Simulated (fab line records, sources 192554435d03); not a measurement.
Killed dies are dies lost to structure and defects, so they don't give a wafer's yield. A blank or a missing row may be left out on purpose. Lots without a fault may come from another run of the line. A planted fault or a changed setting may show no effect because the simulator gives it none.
Chamber matching | flow n5_finfet | N5_BEOL_M10_CURE_72 on uv_cure-03: 3 sister chambers
The step cures SiCOH lowk, time 120 s. 6 wafers are shown with their chamber, then 10 later ones without.

WAFERS WITH THEIR CHAMBER
wafer  | chamber | wafer_temp_C_max | lamp_power_pct (%)
L080.5 | 0       | 372.1            | 52.31
L080.6 | 0       | 372.9            | 52.34
L083.2 | 1       | 371.2            | 52.35
L083.5 | 1       | 370.7            | 52.31
L084.1 | 2       | 372.4            | 52.29
L084.4 | 2       | 371.6            | 52.34

WAFERS WITHOUT THEIR CHAMBER
wafer  | wafer_temp_C_max | lamp_power_pct (%)
L084.5 | 372.5            | 52.30
L082.2 | 372.8            | 52.35
L082.3 | 373.5            | 52.29
L082.4 | 373.0            | 52.35
L087.1 | 372.8            | 52.26
L087.3 | 372.4            | 52.25
L087.6 | 372.5            | 52.30
L087.2 | 373.4            | 52.32
L087.4 | 372.5            | 52.34
L087.5 | 372.8            | 52.32

WHICH CHAMBER EACH WENT THROUGH
wafer  | from the rows above          | in truth
L084.5 | can't be placed: 0 or 2      | 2
L082.2 | can't be placed: 0 or 2      | 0
L082.3 | can't be placed: 0 or 2      | 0
L082.4 | can't be placed: 0 or 2      | 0
L087.1 | can't be placed: 0 or 2      | 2
L087.3 | can't be placed: 2 or 0 or 1 | 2
L087.6 | can't be placed: 0 or 2      | 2
L087.2 | can't be placed: 0 or 2      | 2
L087.4 | can't be placed: 0 or 2      | 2
L087.5 | can't be placed: 0 or 2      | 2
Placed correctly: 0 of 10. Can't be placed from these rows: 10 (the true chamber is among the candidates in 10). Placed wrongly: 0.
How it was worked out, from the rows above alone: a wafer's distance from a chamber is the root of the sum, over the readings, of the square of ((its reading less the chamber's mean) divided by the reading's scatter). The wafer belongs to the nearest chamber; if the next one is less than 2 further off, it can't be placed. A chamber's mean is the mean of its shown wafers. The scatter: the root of (the sum of the squares of (reading less its chamber's mean) over the shown wafers, divided by (wafers less chambers)).
